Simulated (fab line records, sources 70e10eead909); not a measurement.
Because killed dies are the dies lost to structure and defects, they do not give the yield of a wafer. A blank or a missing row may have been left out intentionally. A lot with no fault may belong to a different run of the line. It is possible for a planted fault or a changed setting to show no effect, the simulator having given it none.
fab line records ; flow nandHarc
record lots=15; wafers=42; lastDay=33
route steps=1302 shown P_GATE@213 P_CONTACT@235
lots that met no fault: from a run of the same line without faults
startH: start of the lot's first displayed wafer, in hours after the record's first day ; waitH: hours since the lot's step before ; " the same as in the row above ; L1.1+2: a single row standing in for several wafers ; - no value present, or no start provided ; * or withheld: withheld ; < > ~ a bound
route shown NAME@n: names a module that has steps shown in the file, with the first one's number in the route ; usual: average and standard deviation across the fault-free wafers ; same: alike in all rows ; chamber/n: place in a boat ; sites: readings site by site ; _std_site: the standard deviation of these ; _edge_site: the outer-site mean with the inner-site mean subtracted ; radiusMm: how far each site lies from the wafer's centre ; mask NAME#n: copy n ; behind: tool/chamber where the wafer was last shaped ; hold: cause of the lot's hold/its duration in hours/its outcome ; device: names the non-switching transistor (n, p or np) ; end of line: the tests these same wafers got at the end of their route ; for a step that has no rows: nothing shown but its recipe ; killed: count of dies lost to structure and defects at first sort (not the wafer's yield) ; map: a wafer's dies, x killed, . not, _ none there
set.NAME: the run value of the setting; set.NAME@STEP: its run value at that earlier step ; model.NAME: the simulator's own value behind a step, which no gauge read
steps of the route over a sample of lots; a table a step, a row a wafer
services: a tool's chamber out of use, with start hour (startH, from the record's first day; less than 0 if before it), hours out, and reason
## steps
# step NHARC_P_GATE_RTA_80
# recipe tempC=300; timeS=30
# usual wafer_temp_C_max=301.1/0.41
lot.wafer;tool;chamber;startH;waitH;wafer_temp_C_max
L177.2;rtpAnneal-02;0;111.25;-;301.3
L177.3;rtpAnneal-02;0;111.25;-;301.1
L177.6;rtpAnneal-02;0;111.25;-;301.3
L178.2;rtpAnneal-02;0;124.19;-;301.3
L178.5;rtpAnneal-02;0;124.19;-;301.3
L178.6;rtpAnneal-02;0;124.19;-;301.0
L179.1;rtpAnneal-01;0;132.31;-;300.7
L179.3;rtpAnneal-01;0;132.31;-;301.0
L179.4;rtpAnneal-01;0;132.31;-;300.6
L181.2;rtpAnneal-02;0;155.03;-;301.6
L181.3;rtpAnneal-02;0;155.03;-;301.5
L181.6;rtpAnneal-02;0;155.03;-;301.1
L183.4;rtpAnneal-02;0;178.97;-;301.6
L183.5;rtpAnneal-02;0;178.97;-;301.3
L183.6;rtpAnneal-02;0;178.97;-;301.8
L184.1;rtpAnneal-01;0;186.40;-;301.0
L184.6;rtpAnneal-01;0;186.40;-;301.0
L185.1;rtpAnneal-02;0;201.59;-;301.8
L185.6;rtpAnneal-02;0;201.59;-;301.8
L188.1;rtpAnneal-01;0;229.34;-;301.3
L188.6;rtpAnneal-01;0;229.34;-;301.1
L193.1;rtpAnneal-01;0;274.69;-;301.1
L193.3;rtpAnneal-01;0;274.69;-;300.9
L193.6;rtpAnneal-01;0;274.69;-;301.1
L194.1;rtpAnneal-01;0;284.27;-;300.8
L194.4;rtpAnneal-01;0;284.27;-;301.2
L194.5;rtpAnneal-01;0;284.27;-;300.9
L196.2;rtpAnneal-01;0;310.91;-;301.1
L196.4;rtpAnneal-01;0;310.91;-;301.1
L196.5;rtpAnneal-01;0;310.91;-;301.0
L197.4;rtpAnneal-02;0;321.35;-;301.9
L197.5;rtpAnneal-02;0;321.35;-;301.4
L197.6;rtpAnneal-02;0;321.35;-;302.3
L198.2;rtpAnneal-01;0;323.66;-;300.9
L198.3;rtpAnneal-01;0;323.66;-;301.1
L198.4;rtpAnneal-01;0;323.66;-;300.9
L199.4;rtpAnneal-01;0;340.78;-;300.7
L199.5;rtpAnneal-01;0;340.78;-;300.9
L199.6;rtpAnneal-01;0;340.78;-;300.8
L200.3;rtpAnneal-01;0;349.15;-;300.6
L200.4;rtpAnneal-01;0;349.15;-;300.5
L200.5;rtpAnneal-01;0;349.15;-;300.6
# step NHARC_P_CONTACT_DESCUM_17
# recipe timeS=3; o2FlowSccm=200; arFlowSccm=0; biasPowerW=0; chemistry=O2
# usual drypumpMotorCurrentA=5.9/0.4; oesProductAu=0.997/0.014; rfVppV=57.8/0.89; showerheadPlenumPTorr=1.92/0.086; throttleValvePct=11.312/0.008
lot.wafer;tool;chamber;startH;waitH;drypumpMotorCurrentA;oesProductAu;rfHoursCounterH;rfVppV;showerheadPlenumPTorr;throttleValvePct
L177.3;rieDiel-11;3;113.68;0.1;5.6;1.006;0.8;57.3;2.02;11.295
L177.2;rieDiel-11;2;113.68;0.1;6.5;1.003;0.6;57.2;2.03;11.311
L177.6;rieDiel-11;0;113.68;0.1;5.9;0.983;-;56.5;1.80;11.316
L178.2;rieDiel-11;1;126.64;0.1;6.2;0.995;1.2;57.9;1.84;11.300
L178.6;rieDiel-11;0;126.64;0.1;5.9;0.985;-;57.6;1.80;11.304
L178.5;rieDiel-11;1;126.64;0.1;6.2;0.994;-;58.4;1.84;11.309
L179.3;rieDiel-11;0;134.80;0.1;5.9;0.978;1.6;58.4;1.80;11.311
L179.4;rieDiel-11;2;134.80;0.1;6.5;0.988;1.5;58.2;2.03;11.298
L179.1;rieDiel-11;3;134.80;0.1;5.7;1.002;1.6;58.3;2.02;11.312
L181.2;rieDiel-01;1;157.47;0.1;6.1;0.998;2.5;58.1;1.97;11.315
L181.3;rieDiel-01;3;157.47;0.1;5.5;0.981;2.7;58.0;1.92;11.309
L181.6;rieDiel-01;0;157.47;0.1;5.5;1.035;-;57.1;1.79;11.303
L183.5;rieDiel-06;0;181.37;0.1;5.7;0.993;-;58.8;1.97;11.318
L183.6;rieDiel-06;2;181.37;0.1;5.7;0.991;-;58.2;2.01;11.304
L183.4;rieDiel-06;3;181.37;0.1;6.6;1.000;-;56.2;1.88;11.304
L184.1;rieDiel-06;0;188.88;0.1;5.7;0.994;3.3;58.1;1.97;11.315
L184.6;rieDiel-06;2;188.88;0.1;5.7;0.981;-;58.6;2.01;11.308
L185.1;rieDiel-06;2;203.94;0.1;5.7;0.978;4.7;56.8;2.01;11.328
L185.6;rieDiel-06;0;203.94;0.1;5.7;0.990;-;60.1;1.97;11.316
L188.1;rieDiel-06;2;231.81;0.1;5.7;0.979;5.4;59.1;2.01;11.315
L188.6;rieDiel-06;3;231.81;0.1;6.5;0.998;-;58.4;1.88;11.296
L193.1;rieDiel-11;2;277.01;0.1;6.5;0.974;0.7;58.9;2.03;11.325
L193.3;rieDiel-11;3;277.01;0.1;5.6;1.011;0.7;58.3;2.01;11.318
L193.6;rieDiel-11;2;277.01;0.1;6.5;0.975;-;57.5;2.03;11.310
L194.4;rieDiel-11;3;286.74;0.1;5.6;1.000;1.3;58.6;2.02;11.326
L194.1;rieDiel-11;0;286.74;0.1;5.9;0.997;1.3;56.5;1.80;11.291
L194.5;rieDiel-11;3;286.74;0.1;5.6;0.992;-;58.1;2.02;11.313
L196.4;rieDiel-01;0;313.23;0.1;5.4;1.016;2.2;56.8;1.79;11.299
L196.2;rieDiel-01;2;313.23;0.1;5.8;1.003;2.4;58.2;1.97;11.321
L196.5;rieDiel-01;3;313.23;0.1;5.4;0.971;-;57.6;1.92;11.305
L197.4;rieDiel-01;0;323.74;0.1;5.4;1.005;2.8;57.8;1.79;11.315
L197.5;rieDiel-01;1;323.74;0.1;6.1;0.990;-;58.1;1.97;11.310
L197.6;rieDiel-01;2;323.74;0.1;5.8;1.013;-;59.1;1.97;11.311
L198.4;rieDiel-06;1;325.96;0.1;5.1;0.994;0.9;56.6;1.92;11.288
L198.3;rieDiel-06;3;325.96;0.1;6.5;0.989;0.7;59.0;1.88;11.326
L198.2;rieDiel-06;0;325.96;0.1;5.7;1.001;0.8;57.7;1.97;11.313
L199.4;rieDiel-01;2;343.16;0.1;5.8;1.006;3.6;57.3;1.97;11.316
L199.5;rieDiel-01;0;343.16;0.1;5.4;1.020;-;56.0;1.79;11.296
L199.6;rieDiel-01;1;343.16;0.1;6.1;1.004;-;57.4;1.97;11.322
L200.3;rieDiel-06;1;351.56;0.1;5.1;0.998;2.0;59.8;1.92;11.322
L200.4;rieDiel-06;2;351.56;0.1;5.7;0.996;2.3;59.6;2.01;11.309
L200.5;rieDiel-06;0;351.56;0.1;5.7;1.010;-;58.0;1.97;11.317
# step NHARC_P_CONTACT_ETCH_18
# recipe targetDepthA=4810; timeS=240.5; c4f8FlowSccm=20; o2FlowSccm=10; arFlowSccm=withheld; rfW=600; biasW=1500; chemistry=C4F8/O2/Ar
# usual oesProductAu=0.952/0.021; rfVppV=979/5.8; runLengthS=261.7/0.38
lot.wafer;tool;chamber;startH;waitH;oesProductAu;rfHoursCounterH;rfVppV;runLengthS
L177.3;rieDiel-11;3;114.16;-;0.940;1.0;983;261.8
L177.2;rieDiel-11;1;114.16;-;0.938;1.0;972;261.3
L177.6;rieDiel-11;3;114.16;-;0.939;-;985;261.6
L178.2;rieDiel-11;1;127.14;-;0.965;1.5;971;261.4
L178.5;rieDiel-11;3;127.14;-;0.979;-;985;262.0
L178.6;rieDiel-11;0;127.14;-;0.940;-;971;261.9
L179.4;rieDiel-11;0;135.28;-;0.948;1.8;970;262.4
L179.1;rieDiel-11;1;135.28;-;0.965;1.8;973;261.4
L179.3;rieDiel-11;3;135.28;-;0.984;1.9;987;261.7
L181.3;rieDiel-01;0;158.32;-;0.937;2.6;970;262.5
L181.2;rieDiel-01;2;158.32;-;0.917;3.0;982;262.1
L181.6;rieDiel-01;0;158.32;-;0.941;-;968;261.9
L183.4;rieDiel-06;0;181.98;-;0.953;-;982;261.2
L183.5;rieDiel-06;2;181.98;-;0.937;-;985;261.4
L183.6;rieDiel-06;3;181.98;-;0.958;-;977;261.6
L184.1;rieDiel-06;0;189.45;-;0.918;3.6;983;203.6
L184.6;rieDiel-06;3;189.45;-;0.928;-;977;203.3
L185.1;rieDiel-06;2;204.44;-;0.947;4.9;986;203.8
L185.6;rieDiel-06;3;204.44;-;0.958;-;975;203.8
L188.1;rieDiel-06;0;232.29;-;0.965;6.2;981;203.2
L188.6;rieDiel-06;0;232.29;-;0.969;-;980;203.2
L193.1;rieDiel-11;2;277.53;-;0.944;1.0;987;261.4
L193.3;rieDiel-11;3;277.53;-;0.972;1.0;987;261.6
L193.6;rieDiel-11;0;277.53;-;0.977;-;969;261.6
L194.1;rieDiel-11;0;287.23;-;0.970;1.5;970;261.6
L194.4;rieDiel-11;2;287.23;-;0.933;1.6;986;261.3
L194.5;rieDiel-11;0;287.23;-;0.969;-;969;262.4
L196.4;rieDiel-01;3;313.73;-;0.901;2.7;979;261.7
L196.2;rieDiel-01;0;313.73;-;0.926;2.5;971;261.7
L196.5;rieDiel-01;1;313.73;-;0.932;-;981;262.6
L197.4;rieDiel-01;0;324.23;-;0.986;2.9;970;261.9
L197.6;rieDiel-01;2;324.23;-;0.967;-;983;261.2
L197.5;rieDiel-01;3;324.23;-;0.956;-;978;262.1
L198.2;rieDiel-06;2;326.44;-;0.956;1.1;983;261.7
L198.4;rieDiel-06;3;326.44;-;0.970;1.0;977;261.4
L198.3;rieDiel-06;1;326.44;-;0.953;1.1;979;261.0
L199.4;rieDiel-01;3;343.64;-;0.956;4.0;979;262.0
L199.6;rieDiel-01;2;343.64;-;0.978;-;983;261.2
L199.5;rieDiel-01;3;343.64;-;0.951;-;979;261.8
L200.3;rieDiel-06;1;352.05;-;0.967;2.2;979;261.2
L200.4;rieDiel-06;2;352.05;-;0.952;2.6;985;261.4
L200.5;rieDiel-06;0;352.05;-;0.957;-;981;261.2
# step NHARC_P_CONTACT_CMP_24
# recipe tOverpolishS=30; targetThkNm=200
# usual motorCurrentA=12.2/1.6; overpolishRunS=30.001/0.0079; retainingRingPressureFrac=1.000/0.0049; timeToEndpointS=39/3.3
# same tOverpolishS=30
lot.wafer;tool;chamber;startH;waitH;motorCurrentA;overpolishRunS;retainingRingPressureFrac;timeToEndpointS
L177.3;cmp-01;0;116.34;0.4;10.2;30.006;0.994;35
L177.2;cmp-01;2;116.34;0.4;10.4;29.992;0.993;40
L177.6;cmp-01;0;116.34;0.4;9.7;30.004;1.000;36
L178.2;cmp-04;0;129.36;0.5;14.1;30.003;1.002;41
L178.5;cmp-04;0;129.36;0.5;13.2;30.001;0.995;41
L178.6;cmp-04;1;129.36;0.5;13.0;30.004;0.995;35
L179.3;cmp-03;3;137.50;0.4;11.0;30.015;0.995;33
L179.1;cmp-03;1;137.50;0.4;15.8;29.987;0.999;39
L179.4;cmp-03;2;137.50;0.4;11.9;29.993;1.006;36
L181.3;cmp-04;3;160.56;0.4;11.8;30.014;1.001;37
L181.2;cmp-04;1;160.56;0.4;13.3;30.006;1.003;33
L181.6;cmp-04;0;160.56;0.4;14.0;30.007;1.005;44
L183.4;cmp-04;0;184.21;0.3;14.4;30.004;1.005;45
L183.5;cmp-04;2;184.21;0.3;12.0;29.989;1.008;46
L183.6;cmp-04;3;184.21;0.3;10.9;29.990;1.001;41
L184.1;cmp-01;0;191.79;0.5;10.2;30.000;1.004;37
L184.6;cmp-01;1;191.79;0.5;13.4;29.998;0.992;41
L185.1;cmp-03;3;206.57;0.5;10.9;30.007;0.997;39
L185.6;cmp-03;0;206.57;0.5;13.2;30.003;1.004;37
L188.1;cmp-04;0;234.59;0.6;14.1;29.991;1.001;41
L188.6;cmp-04;1;234.59;0.6;13.0;30.001;0.999;35
L193.1;cmp-03;0;280.27;0.6;12.9;30.010;1.003;42
L193.3;cmp-03;2;280.27;0.6;11.9;30.003;1.005;39
L193.6;cmp-03;1;280.27;0.6;16.0;29.992;1.000;46
L194.1;cmp-01;2;289.47;0.5;10.6;29.993;1.003;42
L194.4;cmp-01;3;289.47;0.5;11.1;30.011;0.999;42
L194.5;cmp-01;1;289.47;0.5;13.4;30.009;0.992;39
L196.4;cmp-01;3;315.94;0.3;11.2;29.992;1.002;43
L196.2;cmp-01;0;315.94;0.3;9.6;29.996;1.005;37
L196.5;cmp-01;2;315.94;0.3;10.4;30.016;1.004;44
L197.4;cmp-01;1;326.44;0.4;13.3;29.990;0.998;39
L197.5;cmp-01;3;326.44;0.4;11.0;30.006;0.993;41
L197.6;cmp-01;0;326.44;0.4;10.6;30.003;1.005;36
L198.4;cmp-01;2;328.64;0.4;11.0;30.006;1.004;48
L198.3;cmp-01;0;328.64;0.4;10.2;29.997;1.007;41
L198.2;cmp-01;1;328.64;0.4;13.0;29.997;1.004;45
L199.4;cmp-04;3;345.82;0.4;11.2;29.991;1.003;36
L199.6;cmp-04;3;345.82;0.4;10.8;29.998;0.996;38
L199.5;cmp-04;0;345.82;0.4;13.7;29.999;1.002;41
L200.3;cmp-03;0;354.22;0.4;13.1;29.994;1.004;37
L200.4;cmp-03;3;354.22;0.4;10.3;30.004;0.999;40
L200.5;cmp-03;0;354.22;0.4;12.7;29.984;1.001;39
## services
tool;chamber;startH;hours;kind
cmp-01;-;87.64;4.0;pm
cmp-04;-;102.61;2.1;repair
rieDiel-06;0;118.94;3.8;repair
rieDiel-06;-;130.42;9.0;pm
rieDiel-11;3;147.99;31.1;repair
rieDiel-06;1;167.17;25.8;repair
cmp-01;-;185.64;4.0;pm
rieDiel-06;3;194.01;7.7;repair
rieDiel-11;3;195.82;24.4;repair
rieDiel-06;2;196.13;3.6;repair
cmp-01;-;201.67;2.5;repair
rieDiel-01;-;203.82;9.0;pm
cmp-01;-;208.03;2.3;repair
cmp-01;-;251.69;4.4;repair
rieDiel-11;-;255.50;9.0;pm
cmp-01;-;283.64;4.0;pm
rieDiel-01;0;283.83;6.9;repair
rieDiel-06;0;286.71;3.3;repair
rieDiel-06;1;291.09;17.1;repair
rieDiel-06;-;307.42;9.0;pm
cmp-01;-;310.13;2.1;repair
rieDiel-01;2;328.11;8.5;repair
cmp-01;-;331.48;0.7;repair
rieDiel-11;3;341.57;1.4;repair
## key
firstSign step=NHARC_P_CONTACT_ETCH_18; reading=runLengthS; direction=down; sigmas=99+; usual=*; struck=*
effect none on later readings
metAt NHARC_P_CONTACT_ETCH_18
struckLots L184,L185,L188
struckWafers L184.1,L184.6,L185.1,L185.6,L188.1,L188.6
laterRowsLeftOut L184.1,L184.6,L185.1,L185.6,L188.1,L188.6
sortLeftOut L184.1,L184.6,L185.1,L185.6,L188.1,L188.6
testerLeftOut L184,L185,L188
notActingAt NHARC_P_GATE_RTA_80,NHARC_P_CONTACT_DESCUM_17,NHARC_P_CONTACT_CMP_24
onsetBetween 181.98 189.45
fault kind=processParameterDrift; tool=rieDiel-06; chamber=-; onsetH=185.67; steps=NHARC_P_CONTACT_ETCH_18; channel=timeS; offset=*; shape=step; endH=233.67; scope=struckWafersOnly; actsIn=*; stated=*
# testerLeftOut: of these lots the tester's yield and bins aren't shown, on N5 and GAA mostly nor the transistor test; their killed dies are dies lost to structure and defects alone, not to doping, threshold or leakage, so they don't give the yield
# sortLeftOut: the simulated sort isn't trusted on such a fault, so these wafers' sort isn't shown, and their yield isn't known
# laterRowsLeftOut: the simulator's readings of these wafers behind a module that went badly wrong aren't trusted and aren't shown, but for the sort
